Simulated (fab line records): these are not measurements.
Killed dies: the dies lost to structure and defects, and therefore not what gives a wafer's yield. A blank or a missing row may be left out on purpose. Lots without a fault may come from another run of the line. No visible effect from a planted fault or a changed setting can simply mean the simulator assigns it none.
fab line records    flow n5-finfet
[record] lots = 24  wafers = 72  last-day = 18
route steps=1938 shown BEOL_M5@1150 BEOL_M6@1216
lots untouched by any fault: they come from a run of this same line in which no faults occurred
start-h: the number of hours between the record's first day and the start of the first shown wafer of the lot    wait-h: hours from the lot's prior step to this one    " as in the row above    L1.1+2: one row covering several wafers at once    - no value present, or no start provided    * or withheld: withheld    < > ~ a bound
route shown NAME@n: NAME is a module with steps in the file, n the number in the route of the first one    usual: the fault-free wafers' mean and standard deviation    same: alike in all rows    chamber/n: place in a boat    sites: per-site readings    _std_site: standard deviation of those values    _edge_site: inner sites' mean taken away from outer sites' mean    radius-mm: how far each site lies from the wafer's centre    mask NAME#n: copy n    behind: the most recent tool/chamber to have shaped the wafer    hold: why the lot was held/for how many hours/how that ended    device: which transistor (n, p or np) failed to switch    end of line: at the end of the route, the tests of the same wafers    a step without rows: its recipe alone    killed: the dies lost at the first sort to structure and to defects; this is not the yield of the wafer    map: a wafer's dies, marking killed ones x, the rest . and places with no die _
set.NAME: the setting as run; set.NAME@STEP: as run at that earlier step    model.NAME: the simulator's own value behind a step, which no gauge read
route steps across a sampled set of lots; one table per step, one row per wafer
services: the hour from which a tool's chamber was out of use, counted from the record's first day as start-h (under 0 if before that day), plus the number of hours and why
[[steps]]
[step N5_BEOL_M5_INSPECT_30]
[recipe] mode = adi  inspect-instrument = brightfield
[usual] raw-defect-count = 450/110
lot.wafer  tool               chamber  start-h  wait-h  raw-defect-count
L075.1     defect-inspect-02  -        173.99   0.1     344
L075.4     "                  -        "        "       423
L075.6     "                  -        "        "       273
L074.2     defect-inspect-02  -        176.92   0.0     348
L074.3     "                  -        "        "       490
L074.4     "                  -        "        "       371
L076.2     defect-inspect-02  -        184.44   0.0     474
L076.3     "                  -        "        "       439
L076.5     "                  -        "        "       356
L077.2     defect-inspect-02  -        184.62   0.0     355
L077.4     "                  -        "        "       386
L077.5     "                  -        "        "       358
L078.2     defect-inspect-02  -        204.54   0.0     522
L078.5     "                  -        "        "       520
L078.6     "                  -        "        "       366
L079.2     defect-inspect-02  -        207.17   0.0     485
L079.4     "                  -        "        "       420
L079.6     "                  -        "        "       412
L081.3     defect-inspect-01  -        213.92   0.0     375
L081.5     "                  -        "        "       348
L081.6     "                  -        "        "       322
L082.1     defect-inspect-02  -        221.79   0.1     405
L082.2     "                  -        "        "       414
L082.3     "                  -        "        "       396
L080.4     defect-inspect-02  -        225.10   0.0     429
L080.5     "                  -        "        "       442
L080.6     "                  -        "        "       426
L083.1     defect-inspect-01  -        235.61   0.1     333
L083.3     "                  -        "        "       390
L083.4     "                  -        "        "       410
L086.1     defect-inspect-01  -        242.77   0.1     366
L086.2     "                  -        "        "       381
L086.4     "                  -        "        "       504
L084.3     defect-inspect-02  -        245.19   0.0     409
L084.4     "                  -        "        "       391
L084.6     "                  -        "        "       377
L085.2     defect-inspect-01  -        245.64   0.0     419
L085.4     "                  -        "        "       521
L085.6     "                  -        "        "       560
L087.1     defect-inspect-01  -        251.24   0.1     351
L087.3     "                  -        "        "       258
L087.6     "                  -        "        "       376
L088.2     defect-inspect-01  -        255.00   0.0     433
L088.3     "                  -        "        "       380
L088.6     "                  -        "        "       390
L089.1     defect-inspect-02  -        265.29   0.1     584
L089.2     "                  -        "        "       360
L089.3     "                  -        "        "       582
L090.1     defect-inspect-02  -        267.59   0.1     418
L090.2     "                  -        "        "       604
L090.3     "                  -        "        "       556
L092.4     defect-inspect-02  -        278.41   0.0     560
L092.5     "                  -        "        "       542
L092.6     "                  -        "        "       527
L091.1     defect-inspect-02  -        290.27   0.1     563
L091.2     "                  -        "        "       677
L091.6     "                  -        "        "       629
L093.1     defect-inspect-02  -        291.17   0.1     651
L093.5     "                  -        "        "       603
L093.6     "                  -        "        "       742
L094.3     defect-inspect-02  -        294.41   0.0     445
L094.4     "                  -        "        "       365
L094.6     "                  -        "        "       489
L095.2     defect-inspect-01  -        304.13   0.0     565
L095.3     "                  -        "        "       554
L095.6     "                  -        "        "       518
L096.1     defect-inspect-02  -        307.89   0.1     429
L096.4     "                  -        "        "       580
L096.6     "                  -        "        "       570
L097.1     defect-inspect-02  -        328.12   0.1     397
L097.2     "                  -        "        "       390
L097.4     "                  -        "        "       582
[step N5_BEOL_M5_ALD_86]
[recipe] material = TaN  target-thk-a = *  temp-c = 275  ald-precursor-family = PDMAT  ald-co-reactant = NH3  pressure-torr = 3  carrier-flow-sccm = 1500  pulse-time-s = 2  purge-time-s = 3  co-reactant-purge-time-s = 2  co-reactant-pulse-time-s = 3  ald-cycles = 30  precursor-vessel-temp-c = 75  precursor-vessel-pressure-torr = 26.25  precursor-vessel-carrier-sccm = 1000
[usual] heater-power-w = 418/33  mfc-carrier-sccm = 1500/4.7
lot.wafer  tool          chamber  start-h  wait-h  heater-power-w  mfc-carrier-sccm  since-wet-clean-h
L075.1     ald-metal-04  1        177.40   0.1     410             1510              5994
L075.4     "             2        "        "       366             1504              5994
L075.6     "             2        "        "       381             1499              -
L074.2     ald-metal-02  3        179.68   0.1     422             1503              1381
L074.3     "             1        "        "       417             1507              1381
L074.4     "             0        "        "       438             1496              1381
L076.2     ald-metal-02  2        186.30   0.1     454             1500              1388
L076.3     "             3        "        "       419             1503              1388
L076.5     "             3        "        "       426             1505              -
L077.2     ald-metal-03  3        186.36   0.0     410             1508              4465
L077.4     "             1        "        "       454             1500              4465
L077.5     "             1        "        "       438             1501              -
L078.2     ald-metal-04  2        207.00   0.0     382             1493              6024
L078.5     "             3        "        "       366             1503              -
L078.6     "             2        "        "       378             1494              -
L079.2     ald-metal-04  3        209.87   0.1     379             1495              6027
L079.4     "             2        "        "       368             1496              6027
L079.6     "             3        "        "       364             1506              -
L081.3     ald-metal-02  2        217.68   0.0     451             1505              1419
L081.5     "             3        "        "       427             1497              -
L081.6     "             0        "        "       444             1493              -
L082.1     ald-metal-04  0        223.04   0.0     442             1497              6040
L082.2     "             1        "        "       406             1499              6040
L082.3     "             2        "        "       374             1505              6040
L080.4     ald-metal-04  1        226.75   0.1     411             1504              6044
L080.5     "             0        "        "       441             1506              -
L080.6     "             1        "        "       407             1507              -
L083.1     ald-metal-04  2        238.74   0.0     378             1496              6056
L083.3     "             1        "        "       417             1499              6056
L083.4     "             3        "        "       372             1505              6056
L086.1     ald-metal-03  1        243.91   0.0     448             1498              4522
L086.2     "             2        "        "       526             1507              4522
L086.4     "             0        "        "       412             1504              4522
L084.3     ald-metal-03  2        246.66   0.1     514             1504              4525
L084.4     "             1        "        "       439             1505              4525
L084.6     "             1        "        "       447             1504              -
L085.2     ald-metal-04  1        247.22   0.1     399             1505              6064
L085.4     "             3        "        "       376             1508              6064
L085.6     "             2        "        "       379             1506              -
L087.1     ald-metal-04  2        252.48   0.2     383             1499              6069
L087.3     "             1        "        "       416             1505              6069
L087.6     "             3        "        "       363             1497              -
L088.2     ald-metal-04  1        256.54   0.1     409             1497              6073
L088.3     "             3        "        "       374             1493              6073
L088.6     "             2        "        "       378             1504              -
L089.1     ald-metal-02  3        267.21   0.0     421             1502              1469
L089.2     "             2        "        "       444             1501              1469
L089.3     "             1        "        "       402             1495              1469
L090.1     ald-metal-04  0        269.29   0.1     434             1501              6086
L090.2     "             1        "        "       411             1497              6086
L090.3     "             2        "        "       383             1501              6086
L092.4     ald-metal-02  0        279.65   0.0     444             1501              1481
L092.5     "             2        "        "       445             1499              -
L092.6     "             3        "        "       423             1491              -
L091.1     ald-metal-02  3        291.72   0.1     432             1506              1493
L091.2     "             2        "        "       439             1494              1493
L091.6     "             3        "        "       415             1491              -
L093.1     ald-metal-02  3        292.91   0.2     413             1496              1494
L093.5     "             3        "        "       420             1501              -
L093.6     "             0        "        "       443             1494              -
L094.3     ald-metal-02  2        296.21   0.0     454             1507              1498
L094.4     "             3        "        "       423             1495              1498
L094.6     "             0        "        "       435             1499              -
L095.2     ald-metal-02  1        305.36   0.0     424             1501              1507
L095.3     "             0        "        "       437             1504              1507
L095.6     "             0        "        "       446             1504              -
L096.1     ald-metal-04  0        309.24   0.1     434             1501              6126
L096.4     "             2        "        "       377             1501              6126
L096.6     "             1        "        "       421             1501              -
L097.1     ald-metal-02  0        329.37   0.0     438             1504              1531
L097.2     "             3        "        "       430             1500              1531
L097.4     "             3        "        "       432             1500              -
[step N5_BEOL_M5_SPUTTER_48]
[recipe] material = Cu  target-thk-a = 150  temp-c = -20  chamber-pressure-pa = 0.07  power-w = withheld  time-s = 27.62
[usual] throttle-valve-pct = 30.4/0.94
[same] time-s = 27.62
lot.wafer  tool            chamber  start-h  wait-h  throttle-valve-pct
L075.1     pvd-sputter-03  -        178.09   0.1     30.6
L075.4     "               -        "        "       29.4
L075.6     "               -        "        "       29.7
L074.2     pvd-sputter-02  -        180.95   0.6     30.1
L074.3     "               -        "        "       30.0
L074.4     "               -        "        "       30.5
L076.2     pvd-sputter-03  -        186.91   0.1     31.1
L076.3     "               -        "        "       29.2
L076.5     "               -        "        "       29.6
L077.2     pvd-sputter-01  -        187.09   0.2     30.1
L077.4     "               -        "        "       28.6
L077.5     "               -        "        "       31.4
L078.2     pvd-sputter-01  -        207.56   0.1     31.8
L078.5     "               -        "        "       31.5
L078.6     "               -        "        "       28.5
L079.2     pvd-sputter-03  -        210.39   0.1     29.5
L079.4     "               -        "        "       31.2
L079.6     "               -        "        "       29.4
L081.3     pvd-sputter-03  -        218.28   0.2     31.1
L081.5     "               -        "        "       30.9
L081.6     "               -        "        "       31.2
L082.1     pvd-sputter-03  -        223.70   0.3     30.8
L082.2     "               -        "        "       29.3
L082.3     "               -        "        "       29.7
L080.4     pvd-sputter-03  -        228.13   0.4     31.2
L080.5     "               -        "        "       30.7
L080.6     "               -        "        "       30.7
L083.1     pvd-sputter-02  -        239.21   0.1     30.2
L083.3     "               -        "        "       29.9
L083.4     "               -        "        "       30.3
L086.1     pvd-sputter-02  -        245.00   0.5     30.3
L086.2     "               -        "        "       30.1
L086.4     "               -        "        "       30.1
L084.3     pvd-sputter-01  -        247.13   0.1     30.1
L084.4     "               -        "        "       31.1
L084.6     "               -        "        "       28.8
L085.2     pvd-sputter-03  -        248.06   0.3     30.8
L085.4     "               -        "        "       31.1
L085.6     "               -        "        "       29.6
L087.1     pvd-sputter-01  -        253.28   0.1     31.1
L087.3     "               -        "        "       28.6
L087.6     "               -        "        "       30.0
L088.2     pvd-sputter-03  -        257.26   0.1     29.3
L088.3     "               -        "        "       30.6
L088.6     "               -        "        "       29.5
L089.1     pvd-sputter-02  -        267.72   0.1     29.9
L089.2     "               -        "        "       32.1
L089.3     "               -        "        "       30.0
L090.1     pvd-sputter-03  -        269.94   0.2     29.5
L090.2     "               -        "        "       29.3
L090.3     "               -        "        "       30.6
L092.4     pvd-sputter-02  -        280.27   0.2     29.8
L092.5     "               -        "        "       32.3
L092.6     "               -        "        "       30.1
L091.1     pvd-sputter-02  -        292.17   0.1     30.4
L091.2     "               -        "        "       32.2
L091.6     "               -        "        "       29.9
L093.1     pvd-sputter-03  -        293.39   0.1     30.7
L093.5     "               -        "        "       29.2
L093.6     "               -        "        "       29.6
L094.3     pvd-sputter-01  -        296.75   0.1     28.7
L094.4     "               -        "        "       29.9
L094.6     "               -        "        "       31.0
L095.2     pvd-sputter-02  -        306.00   0.1     30.1
L095.3     "               -        "        "       30.1
L095.6     "               -        "        "       32.1
L096.1     pvd-sputter-01  -        309.84   0.2     28.3
L096.4     "               -        "        "       31.5
L096.6     "               -        "        "       29.8
L097.1     pvd-sputter-02  -        330.23   0.3     30.2
L097.2     "               -        "        "       32.3
L097.4     "               -        "        "       30.0
[step N5_BEOL_M6_STRIP_19]
[recipe] chemistry = O2  power-w = 400  temp-c = 40  pressure-mtorr = 30  rf-frequency-hz = 6e+07  bias-power-w = 0  overash-fraction = 0.2  o2-flow-sccm = 225
[usual] drypump-motor-current-A = 5.5/0.49  oes-product-au = 0.82/0.079  rf-vpp-V = 3.7/0.66  showerhead-plenum-p-Torr = 2.09/0.066  temp-c = 39.98/0.11  throttle-valve-pct = 16.61/0.26
lot.wafer  tool         chamber  start-h  wait-h  drypump-motor-current-A  oes-product-au  rf-hours-counter-h  rf-vpp-V  showerhead-plenum-p-Torr  temp-c  throttle-valve-pct
L075.1     rie-diel-03  2        185.20   0.1     5.8                      0.69            225                 3.5       2.08                      40.10   16.80
L075.4     "            3        "        "       5.2                      0.73            -                   4.1       2.16                      39.98   16.61
L075.6     "            2        "        "       5.9                      0.69            -                   4.2       2.08                      40.07   16.83
L074.2     rie-diel-03  1        192.09   0.3     5.3                      0.81            80                  3.0       2.06                      39.93   16.51
L074.3     "            2        "        "       5.9                      0.69            228                 3.5       2.08                      40.05   16.80
L074.4     "            0        "        "       6.1                      0.90            27                  2.6       2.06                      40.09   16.88
L076.2     rie-diel-04  2        194.37   0.1     5.1                      0.94            13                  3.5       2.07                      40.22   16.49
L076.3     "            2        "        "       5.1                      0.94            -                   4.3       2.07                      39.99   16.49
L076.5     "            2        "        "       5.1                      0.95            -                   2.7       2.07                      39.96   16.48
L077.2     rie-diel-03  1        194.57   0.1     5.3                      0.81            81                  3.1       2.06                      40.09   16.51
L077.4     "            2        "        "       5.9                      0.70            229                 3.9       2.08                      40.16   16.84
L077.5     "            1        "        "       5.3                      0.81            -                   3.8       2.06                      40.08   16.51
L078.2     rie-diel-03  1        215.78   0.1     5.3                      0.80            87                  3.0       2.05                      39.96   16.52
L078.5     "            1        "        "       5.3                      0.80            -                   3.5       2.05                      40.06   16.52
L078.6     "            0        "        "       6.1                      0.88            -                   4.3       2.06                      40.05   16.89
L079.2     rie-diel-02  0        218.67   0.1     5.1                      0.68            233                 3.4       1.97                      39.86   17.12
L079.4     "            3        "        "       5.3                      0.88            44                  4.2       2.23                      39.88   16.47
L079.6     "            2        "        "       5.1                      0.82            -                   3.4       2.04                      39.85   16.55
L081.3     rie-diel-04  1        226.61   0.1     6.0                      0.72            218                 3.3       2.16                      39.90   17.08
L081.5     "            3        "        "       6.1                      0.89            -                   3.3       2.06                      39.82   16.33
L081.6     "            2        "        "       5.0                      0.90            -                   4.9       2.06                      39.97   16.52
L082.1     rie-diel-03  0        232.89   0.1     6.1                      0.88            43                  4.1       2.06                      40.00   16.90
L082.2     "            3        "        "       5.2                      0.73            170                 3.1       2.16                      39.89   16.66
L082.3     "            1        "        "       5.3                      0.79            93                  3.2       2.05                      39.95   16.51
L080.4     rie-diel-02  2        236.79   0.1     5.1                      0.82            81                  4.4       2.04                      40.01   16.59
L080.5     "            0        "        "       5.1                      0.69            -                   4.5       1.97                      39.87   17.12
L080.6     "            3        "        "       5.3                      0.88            -                   4.4       2.23                      40.30   16.52
L083.1     rie-diel-03  1        247.37   0.1     5.3                      0.80            97                  4.2       2.05                      40.18   16.53
L083.3     "            2        "        "       5.8                      0.68            249                 3.6       2.07                      40.16   16.88
L083.4     "            0        "        "       6.1                      0.85            48                  3.2       2.06                      39.93   16.92
L086.1     rie-diel-02  3        253.17   0.1     5.3                      0.87            56                  4.2       2.22                      39.78   16.51
L086.2     "            1        "        "       6.4                      0.91            25                  5.1       2.05                      40.10   16.10
L086.4     "            0        "        "       5.1                      0.68            245                 3.5       1.97                      39.80   17.13
L084.3     rie-diel-04  1        256.58   0.1     6.0                      0.71            231                 3.0       2.16                      39.98   17.10
L084.4     "            1        "        "       6.0                      0.72            -                   3.3       2.16                      39.97   17.11
L084.6     "            3        "        "       6.2                      0.88            -                   2.6       2.05                      39.76   16.37
L085.2     rie-diel-02  0        256.87   0.2     5.1                      0.67            247                 3.3       1.96                      40.09   17.15
L085.4     "            3        "        "       5.3                      0.88            58                  4.0       2.22                      39.99   16.53
L085.6     "            1        "        "       6.4                      0.91            -                   3.0       2.05                      39.81   16.12
L087.1     rie-diel-03  0        263.84   0.2     6.1                      0.86            54                  3.1       2.05                      40.01   16.93
L087.3     "            1        "        "       5.3                      0.79            104                 4.3       2.05                      40.06   16.55
L087.6     "            3        "        "       5.1                      0.70            -                   4.2       2.15                      39.92   16.66
L088.2     rie-diel-03  1        264.72   0.1     5.3                      0.78            104                 4.2       2.05                      40.08   16.53
L088.3     "            0        "        "       6.1                      0.86            55                  4.3       2.05                      40.19   16.92
L088.6     "            0        "        "       6.1                      0.86            -                   3.8       2.05                      40.06   16.92
L089.1     rie-diel-02  3        275.80   0.1     5.3                      0.86            65                  4.5       2.22                      39.89   16.54
L089.2     "            2        "        "       5.2                      0.81            95                  4.3       2.04                      39.92   16.61
L089.3     "            1        "        "       6.4                      0.88            34                  3.7       2.05                      39.89   16.11
L090.1     rie-diel-02  2        279.83   0.1     5.1                      0.81            97                  2.9       2.04                      39.99   16.62
L090.2     "            1        "        "       6.4                      0.90            36                  3.5       2.05                      40.11   16.10
L090.3     "            1        "        "       6.4                      0.89            -                   3.7       2.05                      39.92   16.13
L092.4     rie-diel-03  2        289.30   0.1     5.9                      0.93            7                   2.1       2.07                      40.03   16.43
L092.5     "            3        "        "       5.1                      0.71            -                   3.3       2.15                      39.99   16.67
L092.6     "            2        "        "       5.9                      0.95            -                   2.6       2.07                      39.96   16.44
L091.1     rie-diel-04  0        300.53   0.1     5.0                      0.89            26                  4.3       2.03                      39.95   16.43
L091.2     "            3        "        "       6.2                      0.84            47                  3.6       2.05                      39.98   16.38
L091.6     "            3        "        "       6.2                      0.85            -                   3.7       2.05                      39.97   16.38
L093.1     rie-diel-04  3        300.97   0.1     6.1                      0.83            48                  4.2       2.05                      40.01   16.39
L093.5     "            0        "        "       5.0                      0.89            -                   4.5       2.03                      39.86   16.43
L093.6     "            1        "        "       6.0                      0.70            -                   3.1       2.15                      39.87   17.13
L094.3     rie-diel-04  0        305.74   0.1     5.0                      0.89            27                  3.7       2.03                      40.19   16.44
L094.4     "            0        "        "       5.0                      0.88            -                   3.6       2.03                      40.18   16.45
L094.6     "            2        "        "       5.1                      0.85            -                   3.9       2.05                      39.94   16.58
L095.2     rie-diel-02  1        314.77   0.1     6.4                      0.88            48                  4.6       2.04                      40.08   16.14
L095.3     "            0        "        "       5.1                      0.92            8                   3.6       2.22                      39.84   16.65
L095.6     "            3        "        "       5.3                      0.84            -                   3.8       2.22                      40.11   16.56
L096.1     rie-diel-02  1        317.91   0.1     6.4                      0.88            50                  3.8       2.04                      40.17   16.17
L096.4     "            0        "        "       5.1                      0.93            9                   4.7       2.22                      40.06   16.63
L096.6     "            0        "        "       5.1                      0.93            -                   4.7       2.22                      40.05   16.64
L097.1     rie-diel-04  2        338.91   0.1     5.1                      0.84            75                  3.7       2.05                      40.06   16.61
L097.2     "            3        "        "       6.1                      0.83            64                  4.6       2.04                      39.94   16.44
L097.4     "            1        "        "       6.0                      0.96            5                   4.0       2.15                      39.92   16.60
[step N5_BEOL_M6_CD_MEAS_18]
[recipe] pitch-nm = 80  target-cd-nm = 40
[usual] cd-nm = 40.1/0.53
lot.wafer  tool       chamber  start-h  wait-h  cd-nm
L075.1     cd-sem-01  -        185.27   0.0     39.3
L075.4     "          -        "        "       40.0
L075.6     "          -        "        "       39.7
L074.2     cd-sem-03  -        192.16   0.1     40.9
L074.3     "          -        "        "       40.0
L074.4     "          -        "        "       39.9
L076.2     cd-sem-02  -        194.46   0.1     39.3
L076.3     "          -        "        "       39.8
L076.5     "          -        "        "       39.1
L077.2     cd-sem-03  -        194.64   0.1     40.8
L077.4     "          -        "        "       40.3
L077.5     "          -        "        "       40.4
L078.2     cd-sem-01  -        215.85   0.1     40.1
L078.5     "          -        "        "       40.4
L078.6     "          -        "        "       40.3
L079.2     cd-sem-02  -        218.74   0.1     40.3
L079.4     "          -        "        "       39.5
L079.6     "          -        "        "       40.9
L081.3     cd-sem-03  -        226.68   0.1     40.1
L081.5     "          -        "        "       40.5
L081.6     "          -        "        "       40.5
L082.1     cd-sem-02  -        232.96   0.0     39.5
L082.2     "          -        "        "       40.0
L082.3     "          -        "        "       39.8
L080.4     cd-sem-03  -        236.87   0.1     40.6
L080.5     "          -        "        "       40.5
L080.6     "          -        "        "       39.3
L083.1     cd-sem-02  -        247.44   0.0     39.5
L083.3     "          -        "        "       40.3
L083.4     "          -        "        "       40.5
L086.1     cd-sem-02  -        253.25   0.1     39.7
L086.2     "          -        "        "       39.5
L086.4     "          -        "        "       39.3
L084.3     cd-sem-03  -        256.66   0.1     40.1
L084.4     "          -        "        "       39.9
L084.6     "          -        "        "       39.8
L085.2     cd-sem-03  -        256.94   0.1     40.5
L085.4     "          -        "        "       39.6
L085.6     "          -        "        "       40.7
L087.1     cd-sem-01  -        263.91   0.0     39.7
L087.3     "          -        "        "       40.2
L087.6     "          -        "        "       40.6
L088.2     cd-sem-02  -        264.79   0.1     38.7
L088.3     "          -        "        "       38.9
L088.6     "          -        "        "       39.6
L089.1     cd-sem-01  -        275.87   0.0     39.7
L089.2     "          -        "        "       40.3
L089.3     "          -        "        "       40.9
L090.1     cd-sem-03  -        279.92   0.1     40.3
L090.2     "          -        "        "       40.6
L090.3     "          -        "        "       39.7
L092.4     cd-sem-01  -        289.37   0.1     40.2
L092.5     "          -        "        "       39.3
L092.6     "          -        "        "       40.7
L091.1     cd-sem-03  -        300.60   0.0     39.3
L091.2     "          -        "        "       39.8
L091.6     "          -        "        "       39.5
L093.1     cd-sem-01  -        301.04   0.0     40.9
L093.5     "          -        "        "       39.5
L093.6     "          -        "        "       40.5
L094.3     cd-sem-01  -        305.81   0.1     40.4
L094.4     "          -        "        "       41.1
L094.6     "          -        "        "       40.7
L095.2     cd-sem-03  -        314.84   0.1     39.5
L095.3     "          -        "        "       40.4
L095.6     "          -        "        "       40.4
L096.1     cd-sem-03  -        317.98   0.0     39.4
L096.4     "          -        "        "       40.0
L096.6     "          -        "        "       39.8
L097.1     cd-sem-02  -        338.98   0.0     40.8
L097.2     "          -        "        "       40.4
L097.4     "          -        "        "       39.8
[step N5_BEOL_M6_DESCUM_33]
[recipe] chemistry = O2  time-s = 7  source-power-w = 50  bias-power-w = 20  pressure-mtorr = 20  rf-frequency-hz = 2.712e+07  temp-c = 40  resist = CAR-EUV  o2-flow-sccm = 225
[usual] drypump-motor-current-A = 5.6/0.5  oes-product-au = 0.83/0.09  rf-vpp-V = 242.9/1.3  showerhead-plenum-p-Torr = 2.08/0.067  temp-c = 39.99/0.12  throttle-valve-pct = 20.39/0.3
[same] time-s = 7
lot.wafer  tool         chamber  start-h  wait-h  drypump-motor-current-A  oes-product-au  rf-hours-counter-h  rf-vpp-V  showerhead-plenum-p-Torr  temp-c  throttle-valve-pct
L075.1     rie-diel-04  3        186.09   0.3     6.2                      0.95            4                   244.4     2.06                      40.02   20.08
L075.4     "            3        "        "       6.2                      0.95            -                   243.1     2.06                      39.91   20.09
L075.6     "            2        "        "       5.1                      0.95            -                   243.3     2.07                      39.97   20.31
L074.2     rie-diel-02  0        193.12   0.6     5.1                      0.70            223                 242.1     1.97                      40.03   20.85
L074.3     "            2        "        "       5.1                      0.85            65                  242.4     2.04                      39.90   20.34
L074.4     "            1        "        "       6.4                      0.99            3                   241.7     2.05                      40.02   19.82
L077.2     rie-diel-04  3        196.19   0.7     6.2                      0.93            6                   241.9     2.06                      39.93   20.09
L077.4     "            3        "        "       6.2                      0.94            -                   242.6     2.06                      40.05   20.10
L077.5     "            2        "        "       5.1                      0.94            -                   242.2     2.06                      39.98   20.33
L076.2     rie-diel-04  3        196.59   0.9     6.2                      0.93            6                   242.8     2.06                      39.96   20.09
L076.3     "            1        "        "       6.0                      0.73            205                 243.4     2.16                      40.17   20.84
L076.5     "            2        "        "       5.0                      0.94            -                   243.2     2.06                      40.03   20.33
L078.2     rie-diel-04  3        217.35   0.0     6.1                      0.90            15                  244.2     2.05                      40.26   20.10
L078.5     "            0        "        "       4.9                      0.95            -                   243.2     2.04                      40.29   20.19
L078.6     "            1        "        "       6.0                      0.72            -                   244.6     2.16                      40.04   20.86
L079.2     rie-diel-04  3        219.36   0.1     6.1                      0.89            16                  242.3     2.05                      40.04   20.08
L079.4     "            0        "        "       5.0                      0.96            4                   241.4     2.04                      40.02   20.17
L079.6     "            0        "        "       5.0                      0.96            -                   243.0     2.04                      40.00   20.19
L081.3     rie-diel-04  2        228.07   0.2     5.1                      0.91            29                  243.1     2.06                      39.93   20.34
L081.5     "            1        "        "       6.0                      0.71            -                   243.8     2.16                      39.77   20.87
L081.6     "            0        "        "       5.0                      0.95            -                   241.4     2.03                      40.12   20.18
L082.1     rie-diel-02  0        233.57   0.0     5.1                      0.68            239                 239.3     1.96                      39.99   20.87
L082.2     "            2        "        "       5.1                      0.81            80                  242.7     2.04                      39.91   20.36
L082.3     "            3        "        "       5.3                      0.88            50                  244.2     2.22                      40.03   20.32
L080.4     rie-diel-02  1        238.59   0.0     6.4                      0.93            20                  242.8     2.05                      40.03   19.85
L080.5     "            3        "        "       5.3                      0.88            -                   245.7     2.22                      39.84   20.34
L080.6     "            0        "        "       5.1                      0.67            -                   240.9     1.96                      39.88   20.86
L083.1     rie-diel-04  2        251.10   0.0     5.1                      0.89            39                  241.8     2.06                      40.02   20.35
L083.3     "            3        "        "       6.2                      0.89            28                  242.8     2.05                      40.19   20.12
L083.4     "            2        "        "       5.0                      0.89            -                   242.7     2.06                      40.13   20.36
L086.1     rie-diel-03  3        255.73   0.6     5.2                      0.71            178                 243.9     2.15                      39.86   20.34
L086.2     "            1        "        "       5.3                      0.79            100                 241.3     2.04                      40.16   20.33
L086.4     "            3        "        "       5.2                      0.71            -                   244.6     2.15                      40.01   20.33
L084.3     rie-diel-02  2        257.70   0.4     5.2                      0.82            88                  242.5     2.03                      40.15   20.35
L084.4     "            0        "        "       5.1                      0.69            248                 240.6     1.96                      39.98   20.89
L084.6     "            0        "        "       5.1                      0.69            -                   241.2     1.96                      40.04   20.87
L085.2     rie-diel-04  3        257.89   0.4     6.2                      0.86            32                  242.3     2.05                      40.09   20.14
L085.4     "            3        "        "       6.1                      0.88            -                   243.3     2.05                      40.18   20.13
L085.6     "            2        "        "       5.1                      0.87            -                   242.1     2.05                      40.14   20.35
L088.2     rie-diel-02  3        265.39   0.0     5.3                      0.87            60                  244.5     2.22                      40.06   20.35
L088.3     "            2        "        "       5.1                      0.81            91                  241.9     2.03                      39.94   20.37
L088.6     "            1        "        "       6.4                      0.92            -                   241.9     2.04                      40.09   19.85
L087.1     rie-diel-04  1        265.44   0.0     6.0                      0.70            235                 244.4     2.15                      40.03   20.88
L087.3     "            2        "        "       5.1                      0.87            45                  242.5     2.05                      40.09   20.35
L087.6     "            3        "        "       6.2                      0.87            -                   242.8     2.05                      39.94   20.13
L089.1     rie-diel-04  2        278.76   0.4     5.1                      0.87            50                  242.2     2.05                      40.09   20.38
L089.2     "            3        "        "       6.1                      0.85            39                  244.1     2.05                      39.88   20.14
L089.3     "            0        "        "       5.0                      0.92            16                  243.3     2.03                      40.17   20.20
L090.1     rie-diel-03  1        282.18   0.4     5.3                      0.78            111                 242.6     2.04                      40.34   20.35
L090.2     "            0        "        "       6.1                      0.85            61                  242.2     2.05                      39.99   20.77
L090.3     "            3        "        "       5.1                      0.70            188                 243.5     2.15                      39.83   20.34
L092.4     rie-diel-02  0        290.30   0.0     5.1                      0.98            0                   245.2     2.22                      40.07   20.40
L092.5     "            1        "        "       6.4                      0.88            -                   242.8     2.04                      39.93   19.87
L092.6     "            2        "        "       5.2                      0.80            -                   242.5     2.03                      39.82   20.38
L091.1     rie-diel-03  2        301.15   0.0     5.8                      0.94            11                  243.4     2.07                      39.88   20.20
L091.2     "            1        "        "       5.3                      0.78            117                 242.9     2.04                      39.94   20.34
L091.6     "            1        "        "       5.3                      0.78            -                   241.3     2.04                      39.70   20.33
L093.1     rie-diel-03  3        301.72   0.1     5.1                      0.70            195                 245.6     2.14                      40.13   20.35
L093.5     "            2        "        "       5.9                      0.92            -                   242.9     2.07                      39.83   20.19
L093.6     "            3        "        "       5.1                      0.70            -                   244.3     2.14                      39.96   20.33
L094.3     rie-diel-03  3        308.09   0.4     5.2                      0.69            197                 242.8     2.14                      39.96   20.36
L094.4     "            2        "        "       5.8                      0.91            13                  242.2     2.07                      40.13   20.19
L094.6     "            0        "        "       6.1                      0.82            -                   241.6     2.04                      40.17   20.79
L095.2     rie-diel-04  2        315.28   0.0     5.1                      0.84            66                  242.5     2.05                      39.84   20.41
L095.3     "            3        "        "       6.2                      0.82            55                  241.5     2.04                      40.02   20.16
L095.6     "            0        "        "       5.0                      0.87            -                   241.9     2.03                      39.94   20.22
L096.1     rie-diel-03  0        319.28   0.0     6.1                      0.81            76                  241.9     2.04                      39.84   20.80
L096.4     "            2        "        "       5.8                      0.90            18                  242.5     2.06                      39.84   20.23
L096.6     "            3        "        "       5.2                      0.68            -                   244.0     2.14                      39.98   20.37
L097.1     rie-diel-02  3        340.54   0.1     5.3                      0.83            86                  244.6     2.21                      39.98   20.38
L097.2     "            2        "        "       5.1                      0.79            121                 241.6     2.02                      40.04   20.42
L097.4     "            0        "        "       5.1                      0.91            14                  244.3     2.22                      39.87   20.43
[[services]]
tool            chamber  start-h  hours  kind
rie-diel-04     3        163.89   -      clean
rie-diel-04     3        163.89   -      consumable-replace:focus-ring
rie-diel-04     3        163.89   13.6   scheduled-down
rie-diel-04     3        163.89   13.6   vent-cycle
rie-diel-04     0        177.63   -      clean
rie-diel-04     0        177.63   -      consumable-replace:focus-ring
rie-diel-04     0        177.63   29.9   scheduled-down
rie-diel-04     0        177.63   29.9   vent-cycle
ald-metal-03    -        190.28   8.7    pm
rie-diel-03     1        204.96   8.0    repair
rie-diel-03     0        222.41   3.9    repair
rie-diel-04     0        244.97   22.3   repair
pvd-sputter-01  -        260.51   3.0    repair
rie-diel-02     3        277.74   6.1    repair
ald-metal-02    0        281.63   3.5    repair
ald-metal-04    -        282.81   14.6   pm
rie-diel-04     1        305.74   -      clean
rie-diel-04     1        305.74   -      consumable-replace:focus-ring
rie-diel-04     1        305.74   17.1   scheduled-down
rie-diel-04     1        305.74   17.1   vent-cycle
rie-diel-02     -        307.01   4.3    pm
rie-diel-02     0        321.23   8.0    repair
ald-metal-02    1        328.48   48.2   repair
ald-metal-04    -        337.25   14.0   pm
[[key]]
fault none
